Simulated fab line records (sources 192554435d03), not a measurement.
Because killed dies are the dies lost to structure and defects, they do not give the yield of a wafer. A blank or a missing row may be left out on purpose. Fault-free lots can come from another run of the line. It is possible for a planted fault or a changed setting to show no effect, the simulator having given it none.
The tool behind it: which one? | flow n5-finfet | 24 lots, 72 wafers sampled, at 1 step of a route of 1938

WHAT THE GAUGES SHOWED, per wafer
N5_BEOL_M9_CD_MEAS_18: pitch 140 nm, target cd 70 nm. Usual: 70.4 nm for cd-nm, sd 0.88.
lot  | measured     | on        | cd-nm (nm)     | flag
L074 | day 10 08:16 | cd-sem-01 | 72.8 70.4 71.0 |
L076 | day 10 08:31 | cd-sem-03 | 70.5 72.0 71.3 |
L078 | day 10 23:29 | cd-sem-03 | 70.7 70.4 69.6 |
L075 | day 10 23:44 | cd-sem-02 | 69.5 70.5 70.6 |
L077 | day 10 23:51 | cd-sem-02 | 70.6 70.0 69.5 |
L080 | day 11 08:56 | cd-sem-01 | 68.9 69.3 70.4 |
L079 | day 11 09:16 | cd-sem-02 | 70.2 70.6 70.9 |
L082 | day 11 16:11 | cd-sem-03 | 71.3 70.1 70.7 |
L081 | day 12 00:35 | cd-sem-03 | 68.4 68.9 69.2 |
L083 | day 12 01:08 | cd-sem-03 | 69.1 70.6 70.2 |
L084 | day 12 06:20 | cd-sem-03 | 70.5 69.6 70.0 |
L085 | day 13 03:39 | cd-sem-01 | 70.9 71.0 70.8 |
L086 | day 13 10:41 | cd-sem-02 | 69.9 70.2 69.9 |
L087 | day 13 11:07 | cd-sem-02 | 69.1 71.1 71.2 |
L088 | day 13 16:16 | cd-sem-02 | 71.0 69.4 70.7 |
L089 | day 13 16:42 | cd-sem-01 | 69.8 70.2 71.5 |
L090 | day 13 17:23 | cd-sem-01 | 69.4 70.7 69.4 |
L091 | day 13 22:41 | cd-sem-02 | 70.7 70.5 70.7 |
L092 | day 14 03:04 | cd-sem-01 | 70.5 71.1 71.2 |
L093 | day 14 20:52 | cd-sem-03 | 70.5 69.9 70.6 |
L095 | day 15 01:05 | cd-sem-01 | 70.3 69.8 69.5 |
L096 | day 15 05:13 | cd-sem-03 | 69.6 71.1 71.0 |
L094 | day 15 11:06 | cd-sem-01 | 70.3 70.5 70.7 |
L097 | day 15 22:09 | cd-sem-03 | 70.2 70.6 70.9 |

TOOL THAT RAN EACH LOT (tool first, then ch and the chambers of the sampled wafers, then the start)
Before these readings, the record contains no process step.

AS READ BY THE TOOLS THEMSELVES (means over the sampled wafers that have a number; for cases with no such wafer, the mark the record gives instead)
The record holds no such reading with a usual standard deviation.

THE ANSWER, worked out from the rows above alone
Rule: a lot counts as off when the mean over its wafers that have a number is more than 3 standard deviations away from the usual mean. A lot without any number at a reading at which 4 lots or more have one is off too. Any other lot the step has rows for is counted as sound. First the gauges in route order, then the tools' own readings, where a lot's mean is used as printed above. At the first step where some lot is off, the reading lying furthest off is the one used; lots without a number count as furthest.
No lot is off at any reading shown: from this, nothing can be told.

WHAT THE SIMULATOR PUT IN
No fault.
